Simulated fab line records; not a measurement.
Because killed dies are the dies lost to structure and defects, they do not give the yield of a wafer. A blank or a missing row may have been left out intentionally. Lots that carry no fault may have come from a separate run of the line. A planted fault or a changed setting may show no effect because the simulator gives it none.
The tool behind it: which one? ; flow nand_harc ; 14 lots, 40 wafers sampled, at 6 steps of a route of 1159

== WHAT THE GAUGES SHOWED, per wafer ==
NHARC_P_CONTACT_CD_MEAS_12 targets a cd of 90 nm.
lot;measured;on;cd_nm (nm)
L397;day 5 16:38;cd_sem-03;90.7 89.7 90.5
L396;day 5 17:09;cd_sem-03;89.7 90.1 89.6
L398;day 6 07:13;cd_sem-03;90.0 89.9 90.6
L400;day 6 10:56;cd_sem-01;89.7 89.7 90.0
L405;day 8 06:22;cd_sem-01;90.0 90.2 89.8
L408;day 8 17:58;cd_sem-01;79.4 90.8 79.0 79.5 90.9 79.2
L407;day 8 23:43;cd_sem-02;78.6 78.6
L413;day 9 19:37;cd_sem-02;91.6 90.3 90.6
L415;day 10 04:41;cd_sem-02;90.6 90.4 90.3
L414;day 10 05:38;cd_sem-03;90.1 89.8 90.4
L416;day 10 12:55;cd_sem-03;90.4 91.1 89.8
L417;day 10 17:58;cd_sem-01;90.9 89.9 90.5
L418;day 11 04:27;cd_sem-01;90.7 90.7 90.9
L419;day 11 08:25;cd_sem-01;89.6 90.0 90.4

NHARC_END_SORT_01.
lot;measured;on;killed_at_array;killed_at_other;killed_at_periphery;killed_dies;killed_open;killed_short
L397;day 20 10:17;prober-02;11 11 7;1 2 0;2 2 1;14 15 8;3 1 3;2 4 1
L396;day 20 03:16;prober-02;19 20 19;1 0 0;2 1 2;22 21 21;1 2 2;3 1 1
L398;day 20 16:31;prober-02;23 19 26;0 0 0;4 2 4;27 21 30;3 4 7;3 1 3
L400;day 19 23:31;prober-01;24 29 25;1 2 1;5 2 3;30 33 29;3 1 1;0 2 1
L405;day 22 06:39;prober-02;40 24 35;4 3 1;3 3 1;47 30 37;4 1 0;1 3 2
L408;day 23 20:12;prober-01;14 14 13;1 0 0;33 4 37;48 18 50;6 5 4;2 3 2
L413;day 24 12:32;prober-01;17 19 18;2 1 1;5 0 3;24 20 22;5 2 4;1 2 1
L415;day 24 03:57;prober-01;17 18 16;0 1 0;5 4 6;22 23 22;4 3 6;0 0 2
L414;day 24 14:02;prober-02;43 42 34;1 0 0;2 3 0;46 45 34;5 5 0;0 1 0
L416;day 24 21:03;prober-02;41 39 35;0 0 0;6 9 6;47 48 41;3 4 3;2 1 0
L417;day 24 04:49;prober-02;29 23 23;0 0 2;6 2 2;35 25 27;4 1 2;2 3 0
L418;day 25 05:35;prober-02;22 31 33;0 0 0;0 3 1;22 34 34;1 5 2;1 2 2
L419;day 25 11:10;prober-01;23 12 23;0 0 0;2 0 2;25 12 25;2 0 3;1 0 3

== TOOL THAT RAN EACH LOT (tool first, then ch and the chambers of the sampled wafers, then the start) ==
lot;NHARC_P_GATE_STRIP_76;NHARC_P_GATE_DEGAS_109;NHARC_P_GATE_RTA_82;NHARC_P_CONTACT_EXPOSE_09
L397;plasma_asher-02 ch 0,1, day 5 10:50;pvd_sputter-01, day 5 13:50;rtp_anneal-02 ch 0, day 5 14:47;arfi_scanner-01 ch 0, day 5 16:30
L396;plasma_asher-02 ch 0,1, day 5 11:09;pvd_sputter-01, day 5 14:13;rtp_anneal-01 ch 0, day 5 15:27;arfi_scanner-01 ch 0, day 5 17:01
L398;plasma_asher-02 ch 0,1, day 6 01:37;pvd_sputter-02, day 6 04:31;rtp_anneal-02 ch 0, day 6 05:16;arfi_scanner-02 ch 0, day 6 07:04
L400;plasma_asher-01 ch 0,1, day 6 05:11;pvd_sputter-03, day 6 08:07;rtp_anneal-02 ch 0, day 6 08:54;arfi_scanner-01 ch 0, day 6 10:47
L405;plasma_asher-01 ch 0, day 7 19:53;pvd_sputter-03, day 8 03:44;rtp_anneal-01 ch 0, day 8 04:31;arfi_scanner-03 ch 0, day 8 06:14
L408;plasma_asher-01 ch 0,1, day 8 12:02;pvd_sputter-03, day 8 15:07;rtp_anneal-01 ch 0, day 8 15:58;arfi_scanner-03 ch 0, day 8 17:50
L407;plasma_asher-01 ch 0, day 8 18:07;pvd_sputter-02, day 8 21:08;rtp_anneal-02 ch 0, day 8 21:59;arfi_scanner-03 ch 0, day 8 23:35
L413;plasma_asher-02 ch 0, day 9 14:08;pvd_sputter-03, day 9 17:02;rtp_anneal-01 ch 0, day 9 17:50;arfi_scanner-01 ch 0, day 9 19:28
L415;plasma_asher-02 ch 0,1, day 9 23:04;pvd_sputter-03, day 10 02:06;rtp_anneal-01 ch 0, day 10 02:52;arfi_scanner-02 ch 0, day 10 04:32
L414;plasma_asher-01 ch 0,1, day 9 23:49;pvd_sputter-03, day 10 03:01;rtp_anneal-01 ch 0, day 10 03:47;arfi_scanner-02 ch 0, day 10 05:29
L416;plasma_asher-02 ch 0,1, day 10 07:24;pvd_sputter-01, day 10 10:27;rtp_anneal-01 ch 0, day 10 11:13;arfi_scanner-02 ch 0, day 10 12:47
L417;plasma_asher-02 ch 1, day 10 11:47;pvd_sputter-02, day 10 14:52;rtp_anneal-02 ch 0, day 10 15:53;arfi_scanner-01 ch 0, day 10 17:49
L418;plasma_asher-02 ch 0, day 10 22:38;pvd_sputter-02, day 11 01:37;rtp_anneal-01 ch 0, day 11 02:24;arfi_scanner-02 ch 0, day 11 04:19
L419;plasma_asher-02 ch 0,1, day 11 02:16;pvd_sputter-02, day 11 05:22;rtp_anneal-02 ch 0, day 11 06:13;arfi_scanner-02 ch 0, day 11 08:16
- NHARC_P_GATE_STRIP_76: strips in O2.
- NHARC_P_GATE_DEGAS_109: time 60 s.
- NHARC_P_GATE_RTA_82: time 30 s.
- NHARC_P_CONTACT_EXPOSE_09: exposes mask P CA, target cd 90 nm.

== AS READ BY THE TOOLS THEMSELVES (means over the sampled wafers that have a number; for cases with no such wafer, the mark the record gives instead) ==
NHARC_P_GATE_STRIP_76.
lot;tool;drypump_motor_current_A (A);heater_power_w (W)
L397;plasma_asher-02;6.4;304
L396;plasma_asher-02;6.4;308
L398;plasma_asher-02;6.4;310
L400;plasma_asher-01;5.9;318
L405;plasma_asher-01;5.8;330
L408;plasma_asher-01;5.8;329
L407;plasma_asher-01;5.8;327
L413;plasma_asher-02;6.0;299
L415;plasma_asher-02;6.4;303
L414;plasma_asher-01;5.8;323
L416;plasma_asher-02;6.2;297
L417;plasma_asher-02;6.6;302
L418;plasma_asher-02;6.0;304
L419;plasma_asher-02;6.2;303

NHARC_P_GATE_DEGAS_109.
lot;tool;heater_power_w (W);susceptor_temp_C (C)
L397;pvd_sputter-01;411;299.94
L396;pvd_sputter-01;383;300.03
L398;pvd_sputter-02;483;300.10
L400;pvd_sputter-03;490;299.98
L405;pvd_sputter-03;447;299.97
L408;pvd_sputter-03;459;300.02
L407;pvd_sputter-02;435;299.58
L413;pvd_sputter-03;501;299.99
L415;pvd_sputter-03;494;299.97
L414;pvd_sputter-03;458;300.02
L416;pvd_sputter-01;443;300.24
L417;pvd_sputter-02;452;300.00
L418;pvd_sputter-02;490;299.80
L419;pvd_sputter-02;464;300.15

NHARC_P_GATE_RTA_82.
lot;tool;lamp_power_pct (%);lamp_zone_7_pct (%);wafer_temp_C_max
L397;rtp_anneal-02;4.56;4.79;453.0
L396;rtp_anneal-01;4.43;4.67;452.4
L398;rtp_anneal-02;4.55;4.80;453.1
L400;rtp_anneal-02;4.55;4.79;453.5
L405;rtp_anneal-01;4.44;4.67;452.4
L408;rtp_anneal-01;4.44;4.67;452.1
L407;rtp_anneal-02;4.57;4.80;453.4
L413;rtp_anneal-01;4.44;4.68;452.7
L415;rtp_anneal-01;4.44;4.67;452.1
L414;rtp_anneal-01;4.44;4.67;452.7
L416;rtp_anneal-01;4.44;4.67;452.0
L417;rtp_anneal-02;4.56;4.79;453.0
L418;rtp_anneal-01;4.44;4.67;452.2
L419;rtp_anneal-02;4.55;4.79;453.4

== THE ANSWER, worked out from the rows above alone ==
Rule: usual is defined by the lots themselves. The widest of any qualifying gaps counts: lots, ordered by their means at a reading, are off when they make up no more than a third of the lots, leave a main group of 4 or more, and stand apart from it by 3 or more times the standard deviation of that group's means. If all means in a main group match to the digits the tables above print for the reading, that group is not used. Also off: a lot with no number at a reading for which 4 or more lots have one. The other lots that the step has rows for count as sound. After the gauges, taken in route order, come the tools' own readings; for these a lot's mean is taken, as printed above. At the first step where some lot is off, the reading lying furthest off is the one used; lots without a number count as furthest.
Off, at NHARC_P_CONTACT_CD_MEAS_12 on cd_nm: L408, L407. The main group has a mean of 90.3 nm with a standard deviation of 0.33.
If a tool, at a process step before that reading, ran all the lots that are off and no sound lot after the first of them, it fits. Those tools and the gauges at NHARC_P_CONTACT_CD_MEAS_12 are tried in the same way. One candidate fits, namely arfi_scanner-03 at NHARC_P_CONTACT_EXPOSE_09. Its last sound lot is L405 (day 8 06:14), its first lot that is off L408 (day 8 17:50): a fault that began between those two fits.

== WHAT THE SIMULATOR PUT IN ==
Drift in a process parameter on arfi_scanner-03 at NHARC_P_CONTACT_EXPOSE_09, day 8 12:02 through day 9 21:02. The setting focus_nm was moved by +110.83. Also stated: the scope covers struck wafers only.
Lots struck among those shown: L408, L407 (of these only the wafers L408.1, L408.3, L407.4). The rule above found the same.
